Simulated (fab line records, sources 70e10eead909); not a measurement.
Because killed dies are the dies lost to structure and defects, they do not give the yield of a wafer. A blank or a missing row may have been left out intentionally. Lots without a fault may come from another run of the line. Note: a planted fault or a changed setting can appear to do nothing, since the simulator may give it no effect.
Struck lot and sound lot, side by side    flow nand-harc    21 steps out of a route of 1302
Sound: these wafers, L552.1, L552.2, L552.6. Struck: wafers L566.5, L566.6. (L566.4 of the same lot was not struck and is left out.) The cause comes at the end.
Order at every step that has rows: each side's tool, ch and its chambers, its first start. Under that, the readings that differ: sound wafers    struck wafers    difference of the means    sigmas: that difference in standard deviations of wafers without a fault.
alike: a reading whose means differ by less than 2 such deviations, as well as words and numbers matching on both sides. not compared: withheld readings; readings where some wafer has no value; bounds like >300 that might hide an equal value; numbers whose values overlap and for which the record gives no deviation.
A row with sigmas, a row that says differs or no value, or rows on one side alone: a step with any of these is where the two part. Numbers that don't overlap but have no deviation are shown without sigmas and don't part them. A reading that every wafer of one side lacks parts them only if that side has two wafers or more.

NHARC_P_CONTACT_CMP_24: polishes, t overpolish 30 s, target thk 200 nm.
  sound on cmp-01 ch 1,2,3, day 8 16:07; struck on cmp-01 ch 2,3, day 14 13:55
reading                 sound           struck     difference  sigmas
time-to-endpoint-s (s)  40.2 38.4 41.8  35.6 35.0  -4.8        -2
  alike: edge-zone-pressure-frac, motor-current-A, overpolish-run-s
following that, these wafers have no rows for 1 step: NHARC_P_CONTACT_SRD_26.
NHARC_P_CONTACT_INSPECT_27:
  sound on defect-inspect-02, day 8 16:32; struck on defect-inspect-02, day 14 14:16
  alike: raw-defect-count
then, 8 steps without rows for these wafers: NHARC_P_M0_DEP_00 (deposits SiOC, target thk 150 nm); NHARC_P_M0_DEHYDRATE_01 (time 120 s); NHARC_P_M0_HMDS_02 (time 30 s); NHARC_P_M0_COAT_33 (time 65 s); NHARC_P_M0_COAT_03 (resist thk 90 nm); NHARC_P_M0_SOFTBAKE_04 (time 55 s); NHARC_P_M0_EBR_05; NHARC_P_M0_EXPOSE_06 (exposes mask P M0, target cd 90 nm).
NHARC_P_M0_PEB_07: peb time 65 s.
  sound on litho-track-04 ch 0, day 8 17:14; struck on litho-track-06 ch 0, day 14 15:06
reading                   sound              struck       difference  sigmas
heater-power-total-W (W)  156.5 157.0 156.1  174.9 174.6  +18.2       +43
  alike: exhaust-pa
then, 1 step without rows for these wafers: NHARC_P_M0_DEVELOP_08 (develop time 35 s).
NHARC_P_M0_CD_MEAS_09 targets a cd of 90 nm.
  sound on cd-sem-03 ch 0, day 8 17:18; struck on cd-sem-01 ch 0, day 14 15:11
reading     sound           struck     difference  sigmas
cd-nm (nm)  89.3 89.1 89.6  82.7 82.9  -6.5        -14
NHARC_P_M0_OVL_MEAS_10: pitch 180 nm.
  sound on overlay-02, day 8 17:23; struck on overlay-02, day 14 15:16
reading            sound           struck     difference  sigmas
overlay-x-nm (nm)  1.2 1.5 1.0     -1.2 -0.9  -2.3        -3
overlay-y-nm (nm)  -1.5 -1.6 -1.4  0.8 0.5    +2.1        +3
NHARC_P_M0_INSPECT_11:
  sound on defect-inspect-01, day 8 17:26; struck on defect-inspect-02, day 14 15:18
  alike: raw-defect-count
NHARC_P_M0_DESCUM_14: chemistry O2, time 3 s.
  sound on rie-diel-08 ch 0,1,2, day 8 17:31; struck on rie-diel-03 ch 1,2, day 14 15:22
reading                sound           struck       difference  sigmas
model.P_M0.cd-nm (nm)  89 89.24 88.81  82.55 82.99  -6.25       
  alike: drypump-motor-current-A, oes-product-au, rf-vpp-V, showerhead-plenum-p-Torr, throttle-valve-pct
  not compared: rf-hours-counter-h
NHARC_P_M0_ETCH_34: etches the open film in N2/H2, target depth 40 nm, overetch 12 nm, time 43.94 s.
  sound on rie-diel-08 ch 0,3, day 8 17:35; struck on rie-diel-03 ch 0,1, day 14 15:27
reading                sound              struck       difference  sigmas
oes-product-au (a.u.)  0.987 0.978 0.986  1.014 0.997  +0.022      +3
  alike: drypump-motor-current-A, rf-vpp-V, showerhead-plenum-p-Torr, throttle-valve-pct
  not compared: rf-hours-counter-h
NHARC_P_M0_ETCH_15: etches the open film in C4F8/Ar, target depth 150 nm, overetch 15 nm, time 82.5 s.
  sound on rie-diel-08 ch 0,1,2; struck on rie-diel-03 ch 1,2
reading                sound              struck       difference  sigmas
model.P_M0.cd-nm (nm)  88.88 89.01 88.69  82.47 82.97  -6.14       
  alike: oes-product-au, rf-vpp-V
  not compared: rf-hours-counter-h
NHARC_P_M0_CD_MEAS_16:
  sound on cd-sem-01, day 8 17:47; struck on cd-sem-02, day 14 15:40
reading     sound           struck     difference  sigmas
cd-nm (nm)  89.0 88.9 88.5  82.8 83.0  -5.9        -10
-- record jumps: 19 days between struck wafers' starts before vs after; left off in module P_M0, resumes in module END, first step shown is number 1302 of the route --
NHARC_END_SORT_01:
  here the record holds rows for the struck wafers (prober-01 ch 0, day 33 07:00) but none for the sound ones

## WHERE THEY PART
First at NHARC_P_CONTACT_CMP_24; last, within this record, at NHARC_END_SORT_01.

WHY: whatever the simulator had introduced
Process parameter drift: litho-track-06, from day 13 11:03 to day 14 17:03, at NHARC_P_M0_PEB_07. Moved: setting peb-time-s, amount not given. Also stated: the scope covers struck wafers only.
